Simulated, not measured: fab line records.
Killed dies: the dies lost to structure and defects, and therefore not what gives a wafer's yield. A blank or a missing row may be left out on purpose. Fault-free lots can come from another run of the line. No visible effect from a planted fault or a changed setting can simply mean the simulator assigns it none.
Chamber matching :: flow n5_finfet :: 4 sister chambers for N5_BEOL_M1_ALD_84 on ald_metal-02
The step deposits TaN, pulse time 2 s, purge time 3 s, co reactant purge time 2 s. 22 wafers are shown with their chamber, then 11 later ones without.

EACH WAFER AND ITS CHAMBER
wafer: L077.1
chamber: 2
heater_power_w (W): 426

wafer: L077.3
chamber: 1
heater_power_w (W): 408

wafer: L077.6
chamber: 3
heater_power_w (W): 377

wafer: L079.1
chamber: 3
heater_power_w (W): 376

wafer: L079.4
chamber: 2
heater_power_w (W): 419

wafer: L079.6
chamber: 3
heater_power_w (W): 383

wafer: L081.1
chamber: 0
heater_power_w (W): 365

wafer: L081.2
chamber: 2
heater_power_w (W): 421

wafer: L081.5
chamber: 2
heater_power_w (W): 420

wafer: L083.4
chamber: 2
heater_power_w (W): 424

wafer: L083.5
chamber: 3
heater_power_w (W): 382

wafer: L083.6
chamber: 0
heater_power_w (W): 370

wafer: L085.2
chamber: 2
heater_power_w (W): 422

wafer: L085.4
chamber: 0
heater_power_w (W): 371

wafer: L085.6
chamber: 0
heater_power_w (W): 363

wafer: L087.1
chamber: 1
heater_power_w (W): 405

wafer: L087.2
chamber: 2
heater_power_w (W): 425

wafer: L087.6
chamber: 1
heater_power_w (W): 405

wafer: L089.2
chamber: 1
heater_power_w (W): 404

wafer: L089.3
chamber: 0
heater_power_w (W): 372

wafer: L089.5
chamber: 3
heater_power_w (W): 383

wafer: L091.2
chamber: 0
heater_power_w (W): 366

SIGNATURES (means of the wafers above)
reading: heater_power_w
chamber 0: 367.83
chamber 1: 405.50
chamber 2: 422.43
chamber 3: 380.20
scatter within a chamber: 3.02
Rule: distance of a wafer from a chamber = root of the sum over the readings of ((wafer's reading minus chamber's mean) / reading's scatter) squared. The wafer belongs to the nearest chamber; if the next one is less than 2 further off, it can't be placed. How the scatter is found: for the shown wafers, subtract from each reading the mean of its chamber, square and add these, divide the total by (wafers less chambers), then take the root.

WAFERS WITHOUT THEIR CHAMBER
wafer: L091.4
heater_power_w (W): 423

wafer: L091.6
heater_power_w (W): 369

wafer: L092.2
heater_power_w (W): 402

wafer: L092.3
heater_power_w (W): 376

wafer: L092.5
heater_power_w (W): 381

wafer: L093.1
heater_power_w (W): 414

wafer: L093.4
heater_power_w (W): 384

wafer: L093.6
heater_power_w (W): 367

wafer: L095.2
heater_power_w (W): 392

wafer: L095.3
heater_power_w (W): 397

wafer: L095.4
heater_power_w (W): 428

WHICH CHAMBER EACH WENT THROUGH
wafer: L091.4
from the rows above: 2
in truth: 2

wafer: L091.6
from the rows above: 0
in truth: 0

wafer: L092.2
from the rows above: 1
in truth: 1

wafer: L092.3
from the rows above: can't be placed: 3 or 0
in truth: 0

wafer: L092.5
from the rows above: 3
in truth: 3

wafer: L093.1
from the rows above: can't be placed: 2 or 1
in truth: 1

wafer: L093.4
from the rows above: 3
in truth: 3

wafer: L093.6
from the rows above: 0
in truth: 0

wafer: L095.2
from the rows above: can't be placed: 3 or 1
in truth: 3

wafer: L095.3
from the rows above: 1
in truth: 1

wafer: L095.4
from the rows above: 2
in truth: 2
8 of 11 placed correctly. Can't be placed from these rows: 3 (the true chamber is among the candidates in 3). 0 placed wrongly.
